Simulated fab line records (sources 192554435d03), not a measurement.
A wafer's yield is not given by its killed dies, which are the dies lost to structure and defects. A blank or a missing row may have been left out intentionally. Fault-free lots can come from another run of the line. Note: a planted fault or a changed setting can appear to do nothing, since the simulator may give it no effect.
One fault seen from 3 desks	flow n5-finfet	each desk holds nothing but its own numbers, with what lay behind them at the end

THE DEFECT DESK
What the inspections along the route counted, lot by lot: means of the sampled wafers that have a number. Marked OUT: a lot whose mean sits more than 4 standard deviations from the usual mean, which makes it out of limits; the brackets give that distance.
Columns: A = raw-defect-count at N5_BEOL_M0_SAQP_INSPECT_42, usual 277
lot	first seen here	A
L482	day 6 17:07	255
L488	day 7 23:08	338
L496	day 10 01:42	220
L497	day 10 05:11	397
L498	day 10 08:28	297
L499	day 10 22:19	231
L500	day 11 02:26	238
Result from this desk: across the 7 lots, nothing is out of limits.

TOOL OWNER'S DESK, litho-track-04
The tool's own readings at N5_BEOL_M0_CUTY_COAT_50 (time 60 s, resist thk 15 nm): means of the sampled wafers that have a number, for each lot that ran on this tool. Marked OUT: a lot whose mean sits more than 4 standard deviations from the usual mean, which makes it out of limits; the brackets give that distance.
Columns: A = heater-power-total-W at N5_BEOL_M0_CUTY_COAT_50, usual 427.5 W; B = spin-speed-rpm at N5_BEOL_M0_CUTY_COAT_50, usual 1500.1 rpm
lot	first seen here	A	B
L488	day 8 00:36	428.6	1500.5
L496	day 10 03:04	425.9	1572.8 (+88) OUT
L498	day 10 09:34	427.8	1572.5 (+87) OUT
L499	day 10 23:23	426.7	1573.1 (+88) OUT
This desk's finding: out of limits on L496, L498, L499; first on L496, day 10 03:04 (spin-speed-rpm at N5_BEOL_M0_CUTY_COAT_50). Within limits: L488.

FROM THE METROLOGY DESK
What the gauges read for every lot (on any tool): the sampled wafers with a number, averaged. Marked OUT: a lot whose mean sits more than 4 standard deviations from the usual mean, which makes it out of limits; the brackets give that distance. It has 12 readings; the 7 that lie furthest out on some lot are the ones shown.
Columns: A = cd-nm at N5_BEOL_M0_SAQP_CD_MEAS_40, usual 30.04 nm; B = M0_CUT1_OVL at N5_BEOL_M0_SAQP_OVL_MEAS_41, usual 0.3 nm; C = IOFF_P at N5_BEOL_M4_RC_MEAS_101, usual 0.22 nA/um; D = ION_N at N5_BEOL_M4_RC_MEAS_101, usual 680 uA/um; E = ION_P at N5_BEOL_M4_RC_MEAS_101, usual 464 uA/um; F = SS_N at N5_BEOL_M4_RC_MEAS_101, usual 71.7 mV/dec; G = VT_P at N5_BEOL_M4_RC_MEAS_101, usual -251 mV
lot	first seen here	A	B	C	D	E	F	G
L482	day 6 17:01	30.15	1.1	0.18	676	460	71.5	-256
L488	day 7 23:03	30.34	0.8	0.23	688	466	71.6	-249
L496	day 10 01:37	29.87	0.1	0.20	676	463	71.5	-252
L497	day 10 05:05	30.13	-0.6	0.22	678	466	71.4	-249
L498	day 10 08:23	30.32	0.0	0.20	685	468	71.5	-252
L499	day 10 22:13	29.74	0.3	0.23	672	463	72.7	-250
L500	day 11 02:21	30.03	-0.2	0.21	691	474	71.0	-251
Result from this desk: across the 7 lots, nothing is out of limits.

ALL TOGETHER
At day 10 03:04, on L496, L498, L499, the tool owner's desk was in a position to raise an alarm.
Nothing out of limits was seen by the defect desk.
Nothing out of limits was seen by the metrology desk.
The defect desk has L496, L498, L499 on record, within its limits.
The metrology desk holds a record of L496, L498, L499, inside its limits.
N5_BEOL_M0_CUTY_COAT_50 was run on litho-track-04 by each of the lots named.

WHAT THE SIMULATOR HAD INSERTED
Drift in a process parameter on litho-track-04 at N5_BEOL_M0_CUTY_COAT_50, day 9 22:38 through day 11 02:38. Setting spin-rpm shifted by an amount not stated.
Shown lots that were struck: L496, L498, L499.
How many hours passed from the start of the fault until each desk's first out-of-limits reading: the tool owner's desk, 4.
